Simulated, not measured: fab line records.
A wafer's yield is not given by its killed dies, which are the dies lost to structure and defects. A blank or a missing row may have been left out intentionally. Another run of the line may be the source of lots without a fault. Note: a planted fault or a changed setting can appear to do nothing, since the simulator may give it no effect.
Comparing a struck lot with a sound one | flow nand harc | 15 out of 1302 route steps
Sound: wafers L941.1, L941.3, L941.5. Wafers L931.1, L931.3, L931.6 were the ones struck. The cause is given at the end.
At each step with rows: each side's tool, then ch and its chambers, then its first start. Under that, the readings that differ: sound wafers | struck wafers | difference of the means | sigmas: that difference in standard deviations of wafers without a fault.
alike: a reading whose means differ by less than 2 such deviations, as well as words and numbers matching on both sides. not compared: withheld readings; readings where some wafer has no value; bounds like >300 that might hide an equal value; numbers whose values overlap and for which the record gives no deviation.
A row with sigmas, a row that says differs or no value, or rows on one side alone: a step with any of these is where the two part. Numbers that have no deviation but don't overlap get no sigmas and don't part them. A reading missing from all wafers of one side parts the sides only when that side holds two or more wafers.

first, 2 steps without rows for these wafers: NHARC_A_CONTACT_STRIP_104 (strips in CF4/CHF3); NHARC_A_CONTACT_STRIP_105 (strips in O2/COS).
NHARC_A_CONTACT_ETCH_106: etches the open film in CF4/O2, target depth 90 nm, overetch 9 nm, time 49.5 s.
  sound on rie diel-03 ch 1,3, day 28 04:43; struck on rie diel-02 ch 1,3, day 24 05:52
  reading                     | sound       | struck      | difference | sigmas
  drypump motor current A (A) | 5.9 6.2 6.2 | 5.2 5.2 5.2 | -0.9       | -2
  alike: cf4 flow sccm, chamber pressure mTorr, mfc ar sccm, oes product au, rf fwd power W, rf vpp V, showerhead plenum p Torr, throttle valve pct
  not compared: rf hours counter h
NHARC_A_CONTACT_STRIP_82: strips in O2.
  sound: rie diel-03 ch 1,2,3; struck: rie diel-02 ch 0,3
  alike: chamber pressure mTorr, drypump motor current A, mfc ar sccm, oes product au, rf vpp V, showerhead plenum p Torr, throttle valve pct
  not compared: rf hours counter h
then, 1 step without rows for these wafers: NHARC_A_CONTACT_STRIP_83 (strips in post etch residue remover, time 600 s).
NHARC_A_CONTACT_DEP_84: deposits aC, target thk 2800 nm.
  sound on acl dep-03 ch 0, day 28 05:22; struck on acl dep-01 ch 0, day 24 12:34
  reading                | sound                | struck               | difference | sigmas
  throttle valve pct (%) | 34.979 34.982 35.004 | 35.000 35.011 35.008 | +0.018     | +2
NHARC_A_CONTACT_DEP_85: deposits SiON, target thk 60 nm.
  sound on pecvd-02 ch 0,1,2, day 28 07:08; struck on pecvd-01 ch 0,2, day 24 14:20
  alike: heater power w, rf fwd power W
then, 5 steps without rows for these wafers: NHARC_A_CONTACT_DEHYDRATE_00 (time 120 s); NHARC_A_CONTACT_HMDS_01 (time 30 s); NHARC_A_CONTACT_COAT_86 (time 75 s); NHARC_A_CONTACT_COAT_87 (time 65 s); NHARC_A_CONTACT_COAT_02 (resist thk 90 nm).
NHARC_A_CONTACT_SOFTBAKE_03: time 55 s.
  sound on litho track-06 ch 0, day 28 07:00; struck on litho track-01 ch 0, day 24 14:00
  reading                  | sound                | struck               | difference                    | sigmas
  heater power total W (W) | 188.34 188.45 188.60 | 323.57 323.73 323.27 | +135.06                       | +99 or more
  plate temp C (C)         | 105.00 104.92 104.89 | - - -                | no value on the struck wafers |
then, 2 steps without rows for these wafers: NHARC_A_CONTACT_EBR_04; NHARC_END_SORT_01.

## WHERE THEY PART
Last at NHARC_A_CONTACT_SOFTBAKE_03 as far as this record goes, first at NHARC_A_CONTACT_ETCH_106.

WHY: what the simulator had put in
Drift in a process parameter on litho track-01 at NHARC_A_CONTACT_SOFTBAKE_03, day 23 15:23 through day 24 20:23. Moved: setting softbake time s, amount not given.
